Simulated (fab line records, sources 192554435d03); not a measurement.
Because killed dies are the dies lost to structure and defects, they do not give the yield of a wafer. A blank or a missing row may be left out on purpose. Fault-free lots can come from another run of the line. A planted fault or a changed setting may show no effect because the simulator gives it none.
Matching of chambers | flow n5-finfet | N5_HKMG_FIN_ALD_21 on ald-metal-02 has 4 sister chambers
The step deposits TiN, target thk 1.5 nm, pulse time 1 s, purge time 3 s. 4 wafers are shown with their chamber, then 10 later ones without.

EACH WAFER AND ITS CHAMBER
wafer  | chamber | heater-power-w (W)
L089.1 | 0       | 849
L089.2 | 2       | 781
L090.2 | 1       | 951
L090.4 | 3       | 825

WAFERS WHOSE CHAMBER IS MISSING
wafer  | heater-power-w (W)
L090.6 | 803
L092.1 | 814
L092.2 | 797
L092.3 | 946
L093.1 | 797
L093.2 | 990
L093.3 | 828
L096.2 | 817
L096.3 | 841
L096.6 | 839

WHICH CHAMBER EACH ONE RAN IN
wafer  | from the rows above          | in truth
L090.6 | can't be placed: 2 or 3 or 0 | 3
L092.1 | can't be placed: 3 or 2 or 0 | 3
L092.2 | can't be placed: 2 or 3      | 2
L092.3 | 1                            | 1
L093.1 | can't be placed: 2 or 3      | 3
L093.2 | 1                            | 1
L093.3 | can't be placed: 3 or 0      | 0
L096.2 | can't be placed: 3 or 0 or 2 | 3
L096.3 | can't be placed: 0 or 3      | 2
L096.6 | can't be placed: 0 or 3      | 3
Correct placement for 2 of the 10. These rows do not allow placing 8 (true chamber among the candidates in 7). 0 placed wrongly.
How it was worked out, from the rows above alone: a wafer's distance from a chamber is the root of the sum, over the readings, of the square of ((its reading less the chamber's mean) divided by the reading's scatter). The wafer belongs to the nearest chamber; if the next one is less than 2 further off, it can't be placed. Each chamber's mean is taken over the wafers shown for it. The scatter: root of mean squared gap, hidden wafer to nearest shown wafer, with one shown wafer a chamber.
